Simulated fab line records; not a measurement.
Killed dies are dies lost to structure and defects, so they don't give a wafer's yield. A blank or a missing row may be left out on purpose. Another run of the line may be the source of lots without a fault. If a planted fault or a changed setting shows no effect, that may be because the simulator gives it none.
Which tool was responsible? -- flow nandHarc -- 45 wafers from 15 lots sampled at 4 of the route's 1302 steps

## WHAT EACH GAUGE READ, for each wafer
NHARC_P_M1_THK_MEAS_24: measures by xrf. Usual: thkNm reads 157.8 nm (standard deviation 1.2).
lot,measured,on,thkNm (nm),flag
L292,day 6 04:43,filmMetro-02,157.5 155.3 158.3,
L293,day 6 19:44,filmMetro-01,156.2 158.7 156.7,
L295,day 7 09:58,filmMetro-01,156.9 155.5 156.2,
L296,day 8 12:15,filmMetro-02,157.0 158.0 156.7,
L298,day 8 22:36,filmMetro-02,156.7 158.9 158.8,
L299,day 9 05:09,filmMetro-02,157.6 158.2 157.2,
L301,day 9 22:47,filmMetro-01,159.0 157.0 158.3,
L300,day 9 23:31,filmMetro-01,157.5 156.3 158.2,
L306,day 12 10:39,filmMetro-02,156.0 158.4 158.3,
L305,day 12 17:41,filmMetro-02,158.3 156.0 160.3,
L308,day 13 10:34,filmMetro-02,155.5 157.4 158.2,
L309,day 13 12:43,filmMetro-01,156.3 158.2 157.7,
L312,day 15 00:49,filmMetro-01,158.6 157.2 156.1,
L314,day 15 08:38,filmMetro-02,156.1 160.1 158.8,
L313,day 15 09:13,filmMetro-01,158.8 158.5 157.7,

NHARC_P_M2_CD_MEAS_16. Usual: cdNm reads 170.4 nm (standard deviation 0.59).
lot,measured,on,cdNm (nm),flag
L292,day 6 06:38,cdSem-02,170.9 170.0 170.5,
L293,day 6 21:59,cdSem-03,170.0 171.0 170.4,
L295,day 7 12:01,cdSem-01,170.3 170.3 170.3,
L296,day 8 14:17,cdSem-01,168.9 169.6 169.4,
L298,day 9 00:31,cdSem-02,170.6 170.1 169.8,
L299,day 9 07:13,cdSem-02,169.8 169.9 170.1,
L301,day 10 00:43,cdSem-02,170.3 169.9 169.4,
L300,day 10 01:34,cdSem-02,169.5 170.1 170.8,
L306,day 12 12:44,cdSem-03,- - -,OFF
L305,day 12 19:49,cdSem-03,- - -,OFF
L308,day 13 12:44,cdSem-03,- - -,OFF
L309,day 13 14:51,cdSem-03,171.1 170.8 169.8,
L312,day 15 02:52,cdSem-02,169.8 170.2 169.8,
L314,day 15 11:01,cdSem-01,170.9 170.6 169.9,
L313,day 15 11:19,cdSem-02,170.8 169.9 170.6,

## WHICH TOOL RAN EACH LOT (tool, then ch and the chambers of the sampled wafers, then the start)
lot,NHARC_P_M1_CMP_23,NHARC_P_M2_PEB_07
L292,"cmp-01 ch 0,1,2, day 6 04:24","lithoTrack-01 ch 0, day 6 06:04"
L293,"cmp-01 ch 1,2, day 6 19:26","lithoTrack-01 ch 0, day 6 21:24"
L295,"cmp-02 ch 0,1,2, day 7 09:41","lithoTrack-04 ch 0, day 7 11:27"
L296,"cmp-01 ch 1,2,3, day 8 11:59","lithoTrack-04 ch 0, day 8 13:43"
L298,"cmp-01 ch 0,2, day 8 22:17","lithoTrack-01 ch 0, day 8 23:57"
L299,"cmp-03 ch 2,3, day 9 04:50","lithoTrack-01 ch 0, day 9 06:38"
L301,"cmp-02 ch 0,2, day 9 22:30","lithoTrack-06 ch 0, day 10 00:08"
L300,"cmp-01 ch 0,1,3, day 9 23:14","lithoTrack-01 ch 0, day 10 00:59"
L306,"cmp-03 ch 0,1,3, day 12 10:20","lithoTrack-01, day 12 12:07"
L305,"cmp-02 ch 0,1,3, day 12 17:22","lithoTrack-06, day 12 19:14"
L308,"cmp-02 ch 0,2, day 13 10:15","lithoTrack-01, day 13 12:02"
L309,"cmp-03 ch 1,2,3, day 13 12:28","lithoTrack-04 ch 0, day 13 14:08"
L312,"cmp-01 ch 1,2,3, day 15 00:30","lithoTrack-06 ch 0, day 15 02:17"
L314,"cmp-01 ch 2,3, day 15 08:20","lithoTrack-01 ch 0, day 15 09:58"
L313,"cmp-01 ch 0,2,3, day 15 08:55","lithoTrack-06 ch 0, day 15 10:44"
- NHARC_P_M1_CMP_23: polishes, t overpolish 20 s, target thk 157.82 nm.
- NHARC_P_M2_PEB_07: peb time 65 s.

## AS READ BY THE TOOLS THEMSELVES (means over the sampled wafers that have a number; for cases with no such wafer, the mark the record gives instead)
NHARC_P_M1_CMP_23. Usual: edgeZonePressureFrac 1.000, standard deviation 0.0051; motorCurrentA 12.1 A, standard deviation 1.2; slurryFilterDpKPa 13.50 kPa, standard deviation 0.14; timeToEndpointS 28.4 s, standard deviation 2.2.
lot,tool,edgeZonePressureFrac,motorCurrentA (A),slurryFilterDpKPa (kPa),timeToEndpointS (s),flag
L292,cmp-01,1.004,12.4,13.51,28.5,
L293,cmp-01,0.996,13.6,13.43,29.8,
L295,cmp-02,0.999,12.1,13.57,29.5,
L296,cmp-01,1.005,12.6,13.60,28.0,
L298,cmp-01,0.999,11.9,13.47,27.5,
L299,cmp-03,0.997,13.1,13.43,27.6,
L301,cmp-02,0.995,11.9,13.44,30.9,
L300,cmp-01,0.999,12.6,13.55,24.2,
L306,cmp-03,0.998,11.8,13.52,28.9,
L305,cmp-02,1.004,11.4,13.47,27.4,
L308,cmp-02,0.996,11.5,13.50,31.5,
L309,cmp-03,0.998,12.2,13.46,28.8,
L312,cmp-01,0.999,12.5,13.50,28.6,
L314,cmp-01,0.999,11.7,13.30,26.6,
L313,cmp-01,0.998,11.3,13.49,29.0,

NHARC_P_M2_PEB_07. Usual: chillPlateTempC 22.99 C, standard deviation 0.12; exhaustPa 45.0 Pa, standard deviation 0.87.
lot,tool,chillPlateTempC (C),exhaustPa (Pa),flag
L292,lithoTrack-01,23.00,45.8,
L293,lithoTrack-01,23.06,44.1,
L295,lithoTrack-04,23.04,45.2,
L296,lithoTrack-04,22.92,44.9,
L298,lithoTrack-01,22.91,44.3,
L299,lithoTrack-01,22.98,43.7,
L301,lithoTrack-06,23.29,45.2,
L300,lithoTrack-01,22.90,45.5,
L306,lithoTrack-01,-,-,OFF
L305,lithoTrack-06,-,-,OFF
L308,lithoTrack-01,-,-,OFF
L309,lithoTrack-04,22.99,45.7,
L312,lithoTrack-06,22.92,44.0,
L314,lithoTrack-01,22.92,45.1,
L313,lithoTrack-06,22.94,45.0,

## THE ANSWER, worked out from the rows above alone
Rule: a lot is off if the mean of its wafers that have a number lies more than 3 standard deviations from the usual mean. A lot without any number at a reading at which 4 lots or more have one is off too. Where the step has rows for the other lots, those lots are counted as sound. The gauges are gone through in route order, then the tools' own readings, and for those a lot's mean is taken as printed above. At the first step where some lot is off, the reading lying furthest off is the one used; lots without a number count as furthest.
Off at NHARC_P_M2_CD_MEAS_16 (cdNm): L306, L305, L308. Without a number there: L306, L305, L308.
A tool fits if, at a process step before that reading, it ran every lot that is off, and no sound lot after the first of them. The gauges at NHARC_P_M2_CD_MEAS_16 aren't tried: what is off there is off at NHARC_P_M2_PEB_07 too, on other tools, and a gauge's error can't cause that. None of those tried fits.

## WHAT THE SIMULATOR HAD PUT IN
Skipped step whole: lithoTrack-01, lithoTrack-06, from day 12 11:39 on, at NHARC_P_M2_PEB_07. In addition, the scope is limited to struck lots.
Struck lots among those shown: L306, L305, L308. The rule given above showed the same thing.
